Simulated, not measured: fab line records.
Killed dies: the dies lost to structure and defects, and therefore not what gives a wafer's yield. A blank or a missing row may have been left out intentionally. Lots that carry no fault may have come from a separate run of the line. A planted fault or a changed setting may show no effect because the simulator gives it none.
Code-filled problem report in 8D (eight disciplines) form + flow nand_harc + the parts of the form that need people (team, actions taken, sign-off) are left out

1. WHAT WENT WRONG
oes_product_au at NHARC_A_CHANNEL_FILL_D2_ETCHBACK_19 reads a mean of 0.718 a.u. on 2 wafers of 2 lots; wafers without a fault read 1.000 a.u. with a standard deviation of 0.011. Relative to the usual mean, that is a shift of -26 standard deviations.
The step: etches the open film in HBr/Cl2, target depth 5 nm, time 1.7 s.
Earliest sighting: wafer L451.4 on rie_si-06 at day 19 04:47. Wafers with a number at this step in the record: 40, from 14 lots. By rule, "out" or "out of limits" means more than 4 standard deviations away from the usual mean. The other wafers with a number count as sound.

2. WHAT IT IS; WHAT IT IS NOT
| question                    | is                | is not                                                                                       |
|-----------------------------|-------------------|----------------------------------------------------------------------------------------------|
| which readings at this step | oes_product_au    | drypump_motor_current_A, hbr_flow_sccm                                                       |
| which lots                  | L451, L452        | L439, L440, L443, L444, L445, L447, L449, L450, L458, L460, L461, L462                       |
| which wafers of those lots  | L451.4, L452.3    | L451.5, L452.6                                                                               |
| read on which tools         | rie_si-06         | rie_si-01, rie_si-02                                                                         |
| when                        | from day 19 04:47 | up to then (25 sound wafers); but 13 sound wafers of L452, L458, L460, L461, L462 came after |

3. WHAT RULES OUT EACH SUSPECT
Counting: a tool at a process step up to the reading stays a suspect if it ran every lot that is out. Sound lots after the first of them don't rule it out here, since some wafers of a struck lot are sound.
- rie_si-06 at NHARC_A_CHANNEL_FILL_D2_ETCHBACK_19 (etches the open film in HBr/Cl2, target depth 5 nm, time 1.7 s): kept. It processed each lot that is out (first: L451, day 19 04:47); up to then, its last sound lot is L447 (day 18 04:52). Its own oes_product_au readings are out on those wafers.
- rie_si-06, NHARC_A_CHANNEL_FILL_D2_ETCHBACK_19: wafers that are out in chamber 3, sound lot-mates in chambers 0, 1.
Left after counting: rie_si-06 at NHARC_A_CHANNEL_FILL_D2_ETCHBACK_19.

4. THE CAUSE (what the simulator had put in)
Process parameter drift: rie_si-06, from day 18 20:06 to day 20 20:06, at NHARC_A_CHANNEL_FILL_D2_ETCHBACK_19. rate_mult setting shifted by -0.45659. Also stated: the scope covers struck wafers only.
This tool alone remained once counting was done.

5. SEQUENCE OF EFFECTS, ordered by route
Rows list readings where the struck wafers' mean (over those with a number) sits beyond 3 standard deviations from the usual. Only readings for which the record gives a usual standard deviation are gone through. hours: the time from each lot's start at the first step in this table that gives one to its start at this step, as a median over the lots. sigmas: the change in usual standard deviations.
| hours | step                                | reading        | usual      | on struck wafers | change | sigmas |
|-------|-------------------------------------|----------------|------------|------------------|--------|--------|
| 0     | NHARC_A_CHANNEL_FILL_D2_ETCHBACK_19 | oes_product_au | 1.000 a.u. | 0.718            | -0.282 | -26    |
The process steps in it:
- NHARC_A_CHANNEL_FILL_D2_ETCHBACK_19: etches the open film in HBr/Cl2, target depth 5 nm, time 1.7 s.

6. WHAT WOULD HAVE CAUGHT IT SOONER
In this record no reading fell out of limits until day 19 04:47, 9 hours after the fault had begun at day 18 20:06.
